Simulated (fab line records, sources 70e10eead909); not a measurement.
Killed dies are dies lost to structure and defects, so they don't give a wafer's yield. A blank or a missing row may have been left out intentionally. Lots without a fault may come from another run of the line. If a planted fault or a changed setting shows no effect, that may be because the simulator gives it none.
Which tool did it?	flow nand_harc	Sampling: 24 lots, 72 wafers, 6 of 1159 route steps

== WHAT THE GAUGES READ, wafer by wafer ==
NHARC_A_CONTACT_INSPECT_23. Usual: 466 for raw_defect_count, sd 170.
lot	measured	on	raw_defect_count	flag
L074	day 17 13:24	defect_inspect-01	281 362 389	
L075	day 17 13:34	defect_inspect-01	582 504 457	
L077	day 17 22:28	defect_inspect-02	489 288 383	
L076	day 17 22:53	defect_inspect-01	396 424 656	
L078	day 18 09:31	defect_inspect-01	365 274 396	
L080	day 19 00:34	defect_inspect-01	565 345 373	
L081	day 19 05:05	defect_inspect-01	354 323 515	
L082	day 19 11:26	defect_inspect-01	578 408 594	
L083	day 19 12:11	defect_inspect-01	763 1030 1091	
L084	day 19 17:44	defect_inspect-01	376 565 399	
L079	day 19 18:29	defect_inspect-02	418 709 351	
L086	day 19 23:28	defect_inspect-01	388 495 620	
L088	day 20 00:12	defect_inspect-02	407 362 404	
L085	day 20 04:39	defect_inspect-02	389 579 442	
L087	day 20 05:56	defect_inspect-01	300 340 274	
L089	day 20 20:31	defect_inspect-01	399 490 435	
L090	day 21 02:44	defect_inspect-01	345 354 410	
L091	day 21 14:28	defect_inspect-02	527 374 366	
L092	day 21 14:58	defect_inspect-02	649 648 557	
L093	day 21 16:38	defect_inspect-02	452 464 323	
L095	day 21 19:19	defect_inspect-01	404 431 403	
L094	day 21 19:44	defect_inspect-02	619 401 553	
L096	day 22 12:14	defect_inspect-01	328 459 359	
L097	day 23 20:17	defect_inspect-01	362 296 311	

NHARC_A_M0_OVL_MEAS_10: pitch 160 nm. Usual: overlay_x_nm -0.1 nm, standard deviation 0.91; overlay_y_nm -0.1 nm, standard deviation 0.75.
lot	measured	on	overlay_x_nm (nm)	overlay_y_nm (nm)	flag
L074	day 17 23:05	overlay-01	-2.9 -2.3 -2.6	-0.2 -0.1 0.0	
L075	day 17 23:44	overlay-01	1.2 1.6 0.6	-0.5 -0.3 -0.5	
L077	day 18 09:02	overlay-01	-1.6 -1.8 -1.5	-0.1 0.3 -0.4	
L076	day 18 09:11	overlay-02	0.7 0.6 0.6	-0.5 -0.1 -0.8	
L078	day 18 14:59	overlay-01	0.4 -0.1 1.0	-1.1 -1.0 -1.0	
L080	day 19 06:35	overlay-02	0.4 0.6 1.0	-0.2 0.0 -0.2	
L081	day 19 10:01	overlay-02	0.3 -0.1 0.5	-0.4 0.3 0.2	
L082	day 19 17:30	overlay-01	-0.3 -0.9 -0.2	-1.2 -1.6 -1.9	
L083	day 19 17:56	overlay-02	-0.3 -0.8 -0.6	1.1 1.0 1.0	
L084	day 20 01:36	overlay-01	0.2 -0.5 0.7	0.1 -0.6 0.0	
L079	day 20 02:00	overlay-02	0.5 0.8 0.6	0.1 0.1 0.1	
L086	day 20 04:11	overlay-01	0.2 0.0 0.5	1.3 1.0 1.0	
L088	day 20 04:45	overlay-02	0.0 0.4 0.3	0.9 0.9 0.6	
L085	day 20 10:32	overlay-02	0.0 0.2 0.1	-0.3 0.4 0.0	
L087	day 20 16:20	overlay-01	-0.3 0.8 0.4	-0.6 -1.0 -1.3	
L089	day 21 01:02	overlay-01	0.5 0.3 0.3	0.3 0.0 -0.4	
L090	day 21 14:41	overlay-01	-0.3 -0.6 -0.5	0.7 0.9 0.4	
L091	day 21 18:59	overlay-01	-0.1 0.3 0.5	-0.8 -0.5 -0.2	
L092	day 21 20:46	overlay-01	-1.2 -0.9 -1.2	-0.1 -0.4 -0.1	
L093	day 21 21:21	overlay-01	-0.1 0.1 0.4	-0.7 -0.8 -0.2	
L095	day 22 02:28	overlay-01	-0.1 -0.2 -0.3	0.6 0.8 0.2	
L094	day 22 02:53	overlay-02	-1.2 -0.9 -0.7	1.7 1.6 1.3	
L096	day 22 18:15	overlay-02	-1.7 -1.1 -1.0	0.1 0.0 0.4	
L097	day 24 01:19	overlay-01	1.2 1.3 0.8	-1.2 -0.9 -2.1	

NHARC_A_BONDPAD_OVL_MEAS_35. Usual: overlay_x_nm -1 nm, standard deviation 7.1; overlay_y_nm -2 nm, standard deviation 5.6.
lot	measured	on	overlay_x_nm (nm)	overlay_y_nm (nm)	flag
L074	day 18 07:50	overlay-02	2 3 2	1 1 1	
L075	day 18 08:38	overlay-01	3 2 2	7 7 7	
L077	day 18 18:37	overlay-02	-11 -11 -11	7 7 7	
L076	day 18 18:15	overlay-01	9 9 9	-13 -13 -14	
L078	day 19 01:03	overlay-01	0 0 0	3 3 3	
L080	day 19 15:48	overlay-02	-7 -9 -8	-2 -3 -3	
L081	day 19 18:45	overlay-02	-1 -1 -1	-8 -9 -9	
L082	day 20 02:13	overlay-02	4 4 4	-1 0 -1	
L083	day 20 02:55	overlay-02	3 3 3	-7 -7 -7	
L084	day 20 10:46	overlay-01	3 2 2	-9 -9 -8	
L079	day 20 10:56	overlay-02	10 11 11	8 8 8	
L086	day 20 13:06	overlay-02	12 12 12	-4 -4 -4	
L088	day 20 13:28	overlay-01	-18 -18 -17	3 4 4	
L085	day 20 19:21	overlay-02	-10 -10 -10	2 2 2	
L087	day 21 01:08	overlay-02	3 4 4	-7 -6 -6	
L089	day 21 09:40	overlay-02	3 3 3	2 3 2	
L090	day 21 23:31	overlay-01	-4 -4 -4	2 2 2	
L091	day 22 03:59	overlay-02	0 -1 0	1 1 0	
L092	day 22 05:22	overlay-01	3 3 3	-5 -5 -4	
L093	day 22 06:05	overlay-02	-7 -6 -7	-2 -3 -3	
L095	day 22 11:10	overlay-01	1 1 1	4 3 3	
L094	day 22 11:40	overlay-01	2 2 3	-8 -7 -8	
L096	day 23 03:06	overlay-01	-11 -11 -11	-9 -9 -9	
L097	day 24 10:47	overlay-02	-3 -4 -3	-1 -1 -1	

== EACH LOT AND THE TOOL THAT RAN IT (in order: tool; ch and the chambers of the sampled wafers; start) ==
lot	NHARC_A_M0_PRE_CLEAN_31	NHARC_A_M0_DEP_32	NHARC_A_BONDPAD_CMP_29
L074	pecvd-01 ch 0,1,2, day 18 01:44	pecvd-01 ch 0,1,2, day 18 01:49	cmp-04 ch 0,1,2, day 18 06:55
L075	pecvd-02 ch 1,2, day 18 02:24	pecvd-02 ch 1,2, day 18 02:29	cmp-03 ch 0,2,3, day 18 07:53
L077	pecvd-04 ch 0,1,2, day 18 11:41	pecvd-04 ch 0,1,2, day 18 11:46	cmp-04 ch 1,2, day 18 17:41
L076	pecvd-02 ch 0,1, day 18 12:01	pecvd-02 ch 0,1, day 18 12:08	cmp-01 ch 1,2,3, day 18 17:20
L078	pecvd-02 ch 0,1,2, day 18 18:44	pecvd-02 ch 0,1,2, day 18 18:52	cmp-03 ch 1,2, day 19 00:16
L080	pecvd-04 ch 0,1,2, day 19 09:18	pecvd-04 ch 0,1,2, day 19 09:25	cmp-04 ch 0,3, day 19 14:53
L081	pecvd-04 ch 0,1,2, day 19 12:42	pecvd-04 ch 0,1,2, day 19 12:49	cmp-03 ch 0,3, day 19 17:58
L082	pecvd-01 ch 0,1,2, day 19 20:11	pecvd-01 ch 0,1,2, day 19 20:17	cmp-04 ch 0,3, day 20 01:25
L083	pecvd-02 ch 0,1, day 19 20:38	pecvd-02 ch 0,1, day 19 20:46	cmp-04 ch 0,1,2, day 20 02:10
L084	pecvd-04 ch 0,1,2, day 20 04:16	pecvd-04 ch 0,1,2, day 20 04:20	cmp-03 ch 0,1,3, day 20 09:53
L079	pecvd-02 ch 0,1,2, day 20 04:43	pecvd-02 ch 0,1,2, day 20 04:48	cmp-01 ch 0,2, day 20 10:02
L086	pecvd-02 ch 1,2, day 20 06:53	pecvd-02 ch 1,2, day 20 06:58	cmp-01 ch 0,1,3, day 20 12:13
L088	pecvd-01 ch 1,2, day 20 07:25	pecvd-01 ch 1,2, day 20 07:30	cmp-04 ch 1,2,3, day 20 12:40
L085	pecvd-04 ch 0,2, day 20 13:10	pecvd-04 ch 0,2, day 20 13:15	cmp-04 ch 0,1,3, day 20 18:28
L087	pecvd-02 ch 0,1,2, day 20 18:59	pecvd-02 ch 0,1,2, day 20 19:04	cmp-04 ch 0,1,2, day 21 00:16
L089	pecvd-04 ch 0,1, day 21 03:40	pecvd-04 ch 0,1, day 21 03:47	cmp-03 ch 1,3, day 21 08:55
L090	pecvd-04 ch 1,2, day 21 17:20	pecvd-04 ch 1,2, day 21 17:25	cmp-03 ch 1,2,3, day 21 22:37
L091	pecvd-04 ch 0,1, day 21 21:52	pecvd-04 ch 0,1, day 21 21:56	cmp-01 ch 1,2,3, day 22 03:06
L092	pecvd-01 ch 0,2, day 21 23:25	pecvd-01 ch 0,2, day 21 23:32	cmp-03 ch 1,2,3, day 22 04:37
L093	pecvd-01 ch 1,2, day 21 23:59	pecvd-01 ch 1,2, day 22 00:06	cmp-04 ch 0,2,3, day 22 05:10
L095	pecvd-01 ch 0,2, day 22 05:10	pecvd-01 ch 0,2, day 22 05:18	cmp-01 ch 1,2, day 22 10:25
L094	pecvd-01 ch 1,2, day 22 05:35	pecvd-01 ch 1,2, day 22 05:42	cmp-03 ch 0,2,3, day 22 10:49
L096	pecvd-04 ch 0,1,2, day 22 20:59	pecvd-04 ch 0,1,2, day 22 21:04	cmp-03 ch 0,2,3, day 23 02:17
L097	pecvd-04 ch 0,1,2, day 24 04:49	pecvd-04 ch 0,1,2, day 24 04:55	cmp-03 ch 2,3, day 24 10:01
- NHARC_A_M0_PRE_CLEAN_31: time 12 s.
- NHARC_A_M0_DEP_32: deposits SiCN, target thk 30 nm.
- NHARC_A_BONDPAD_CMP_29: polishes SiCN, target thk 200 nm.

== AS READ BY THE TOOLS THEMSELVES (means over the sampled wafers that have a number; for cases with no such wafer, the mark the record gives instead) ==
NHARC_A_M0_PRE_CLEAN_31. Usual: 643 W for heater_power_w, sd 100.
lot	tool	heater_power_w (W)	flag
L074	pecvd-01	701	
L075	pecvd-02	575	
L077	pecvd-04	619	
L076	pecvd-02	712	
L078	pecvd-02	600	
L080	pecvd-04	616	
L081	pecvd-04	648	
L082	pecvd-01	735	
L083	pecvd-02	706	
L084	pecvd-04	583	
L079	pecvd-02	619	
L086	pecvd-02	566	
L088	pecvd-01	755	
L085	pecvd-04	574	
L087	pecvd-02	652	
L089	pecvd-04	560	
L090	pecvd-04	647	
L091	pecvd-04	602	
L092	pecvd-01	629	
L093	pecvd-01	796	
L095	pecvd-01	707	
L094	pecvd-01	784	
L096	pecvd-04	626	
L097	pecvd-04	659	

NHARC_A_M0_DEP_32. Usual: 594 W for heater_power_w, sd 99.
lot	tool	heater_power_w (W)	flag
L074	pecvd-01	641	
L075	pecvd-02	543	
L077	pecvd-04	540	
L076	pecvd-02	696	
L078	pecvd-02	582	
L080	pecvd-04	591	
L081	pecvd-04	559	
L082	pecvd-01	637	
L083	pecvd-02	664	
L084	pecvd-04	572	
L079	pecvd-02	578	
L086	pecvd-02	529	
L088	pecvd-01	735	
L085	pecvd-04	565	
L087	pecvd-02	538	
L089	pecvd-04	543	
L090	pecvd-04	587	
L091	pecvd-04	541	
L092	pecvd-01	595	
L093	pecvd-01	695	
L095	pecvd-01	655	
L094	pecvd-01	673	
L096	pecvd-04	564	
L097	pecvd-04	574	

NHARC_A_BONDPAD_CMP_29. Usual: 12.3 A for motor_current_A, sd 0.97.
lot	tool	motor_current_A (A)	flag
L074	cmp-04	12.2	
L075	cmp-03	13.2	
L077	cmp-04	13.1	
L076	cmp-01	12.1	
L078	cmp-03	11.8	
L080	cmp-04	11.2	
L081	cmp-03	12.9	
L082	cmp-04	11.1	
L083	cmp-04	11.9	
L084	cmp-03	12.9	
L079	cmp-01	11.4	
L086	cmp-01	12.3	
L088	cmp-04	12.4	
L085	cmp-04	11.9	
L087	cmp-04	12.5	
L089	cmp-03	12.8	
L090	cmp-03	12.5	
L091	cmp-01	12.2	
L092	cmp-03	12.5	
L093	cmp-04	12.5	
L095	cmp-01	11.1	
L094	cmp-03	12.9	
L096	cmp-03	12.9	
L097	cmp-03	13.4	

== THE ANSWER, worked out from the rows above alone ==
Rule: a lot counts as off when the mean over its wafers that have a number is more than 3 standard deviations away from the usual mean. Also off: a lot with no number at a reading for which 4 or more lots have one. Where the step has rows for the other lots, those lots are counted as sound. First the gauges in route order, then the tools' own readings, where a lot's mean is used as printed above. At the first step where some lot is off, the reading lying furthest off is the one used; lots without a number count as furthest.
None of the lots is off at any reading shown; this tells nothing.

== WHAT THE SIMULATOR HAD PUT IN ==
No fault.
